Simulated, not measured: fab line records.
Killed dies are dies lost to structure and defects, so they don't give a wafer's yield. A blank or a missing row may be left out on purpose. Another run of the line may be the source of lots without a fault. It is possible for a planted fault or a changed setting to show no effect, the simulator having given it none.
Shared-tool check	flow nandHarc	Sample size 12 lots and 36 wafers

## REASON IT WAS OPENED
At NHARC_A_ONON_D1_THK_MEAS_30 the reading thkNm is flagged on 2 of 12 lots. Fault-free wafers read 1001 nm, with a standard deviation of 7.5.
Rule: flag the lot when none of its wafers has a number, or when each of its wafers that has one lies beyond 4 standard deviations from that mean. The other lots count as sound.

lot	measured	on	thkNm (nm), wafer by wafer	flag
L214	day 8 12:26	filmMetro-01	1005 1003 1002	
L213	day 8 12:27	filmMetro-02	1000 1000 999	
L215	day 9 00:32	filmMetro-02	1014 1013 1012	
L216	day 10 01:36	filmMetro-01	1006 1006 1005	
L218	day 10 14:31	filmMetro-01	1012 1013 1013	
L222	day 12 07:56	filmMetro-01	995 994 995	
L225	day 12 23:56	filmMetro-02	1007 1009 1009	
L229	day 14 16:16	filmMetro-02	1566 1564 1566	FLAGGED
L230	day 15 17:16	filmMetro-02	1557 1555 1557	FLAGGED
L233	day 16 22:17	filmMetro-01	994 993 990	
L235	day 17 11:26	filmMetro-01	1011 1011 1011	
L236	day 17 15:48	filmMetro-02	1006 1007 1008	
The mean of the flagged lots' numbers is 1561 nm, +560 nm from the usual (+75 standard deviations).

## WHICH TOOL EACH LOT WENT THROUGH
The record keeps 1 process step preceding the reading, out of 1302 steps on the route. In each cell: the tool, then ch and the chambers that the sampled wafers went through, then the start.
lot	flag	NHARC_A_ONON_D1_DEP_28
L214		pecvdOnon-03 ch 0, day 8 11:59
L213		pecvdOnon-02 ch 0, day 8 12:00
L215		pecvdOnon-03 ch 0, day 9 00:02
L216		pecvdOnon-03 ch 0, day 10 01:05
L218		pecvdOnon-04 ch 0, day 10 14:04
L222		pecvdOnon-02 ch 0, day 12 07:25
L225		pecvdOnon-02 ch 0, day 12 23:25
L229	FLAGGED	pecvdOnon-04 ch 0, day 14 15:45
L230	FLAGGED	pecvdOnon-04 ch 0, day 15 16:46
L233		pecvdOnon-03 ch 0, day 16 21:47
L235		pecvdOnon-02 ch 0, day 17 10:55
L236		pecvdOnon-03 ch 0, day 17 15:17
What these steps do:
- NHARC_A_ONON_D1_DEP_28: target thk 1000 nm.
- NHARC_A_ONON_D1_THK_MEAS_30: measures by ellipsometry.

## FLAGGED AGAINST TOTAL, ONE TOOL AT A TIME (gauges that did the reading follow at the end)
step	tool	lots run	flagged	share of the flagged lots	sound lots run after its first flagged lot
NHARC_A_ONON_D1_DEP_28	pecvdOnon-02	4	0	none	-
NHARC_A_ONON_D1_DEP_28	pecvdOnon-03	5	0	none	-
NHARC_A_ONON_D1_DEP_28	pecvdOnon-04	3	2	all	0
NHARC_A_ONON_D1_THK_MEAS_30	filmMetro-01	6	0	none	-
NHARC_A_ONON_D1_THK_MEAS_30	filmMetro-02	6	2	all	1 (L236)

## WHAT IS ALLOWED BY THE TABLE
Every flagged lot went through 2 rows of the table: pecvdOnon-04 at NHARC_A_ONON_D1_DEP_28 and filmMetro-02 at NHARC_A_ONON_D1_THK_MEAS_30.
- pecvdOnon-04 at NHARC_A_ONON_D1_DEP_28: 2 of its 3 lots flagged. Its last sound lot is L218 (day 10 14:04), its first flagged lot L229 (day 14 15:45): a fault that began between those two fits.
- filmMetro-02 at NHARC_A_ONON_D1_THK_MEAS_30: 2 of its 6 lots flagged. Lots that were sound ran on it after the first flagged one (L236); a persistent fault on the entire tool would not allow that.
pecvdOnon-04 at NHARC_A_ONON_D1_DEP_28 is the single tool remaining.

## WHAT THE SIMULATOR HAD INSERTED
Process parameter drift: pecvdOnon-04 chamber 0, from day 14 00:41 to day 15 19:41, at NHARC_A_ONON_D1_DEP_28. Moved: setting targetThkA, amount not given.
Lots struck among those shown: L229, L230. This agrees with what the rule above found.
